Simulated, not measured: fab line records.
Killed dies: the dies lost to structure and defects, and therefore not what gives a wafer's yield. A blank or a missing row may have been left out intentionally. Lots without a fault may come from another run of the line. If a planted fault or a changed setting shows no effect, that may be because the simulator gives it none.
Chamber matching / flow n5Finfet / pecvd-03 running N5_BEOL_M14_ILD_DEP_00: 3 sister chambers
The step deposits SiO2 from TEOS/O2, target thk 1119.3 nm, time 237.4 s. 3 wafers are shown with their chamber, then 9 later ones without.

## WAFERS WITH THEIR CHAMBER
wafer=L094.1; chamber=1; showerheadPlenumPTorr (Torr)=8.33
wafer=L094.2; chamber=2; showerheadPlenumPTorr (Torr)=8.27
wafer=L094.3; chamber=0; showerheadPlenumPTorr (Torr)=8.32

## WAFERS WHOSE CHAMBER IS MISSING
wafer=L095.1; showerheadPlenumPTorr (Torr)=8.24
wafer=L095.3; showerheadPlenumPTorr (Torr)=8.33
wafer=L095.5; showerheadPlenumPTorr (Torr)=8.24
wafer=L096.1; showerheadPlenumPTorr (Torr)=8.34
wafer=L096.5; showerheadPlenumPTorr (Torr)=8.28
wafer=L096.6; showerheadPlenumPTorr (Torr)=8.30
wafer=L097.1; showerheadPlenumPTorr (Torr)=8.34
wafer=L097.3; showerheadPlenumPTorr (Torr)=8.32
wafer=L097.5; showerheadPlenumPTorr (Torr)=8.34

## THE CHAMBER EACH PASSED THROUGH
wafer=L095.1; from the rows above=2; in truth=2
wafer=L095.3; from the rows above=can't be placed: 1 or 0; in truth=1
wafer=L095.5; from the rows above=2; in truth=2
wafer=L096.1; from the rows above=can't be placed: 1 or 0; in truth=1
wafer=L096.5; from the rows above=can't be placed: 2 or 0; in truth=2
wafer=L096.6; from the rows above=can't be placed: 0 or 1 or 2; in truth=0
wafer=L097.1; from the rows above=can't be placed: 1 or 0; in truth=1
wafer=L097.3; from the rows above=can't be placed: 0 or 1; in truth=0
wafer=L097.5; from the rows above=can't be placed: 1 or 0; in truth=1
Placed correctly: 2 of 9. From these rows, 7 cannot be placed; in 7 the true chamber is one of the candidates. Wrongly placed: 0.
How it was worked out, from the rows above alone: a wafer's distance from a chamber is the root of the sum, over the readings, of the square of ((its reading less the chamber's mean) divided by the reading's scatter). The wafer belongs to the nearest chamber; if the next one is less than 2 further off, it can't be placed. For every chamber, the mean is computed from those of its wafers that are shown. The scatter: with one shown wafer a chamber, the root of the mean of the squares of how far each hidden wafer lies from its nearest shown one.
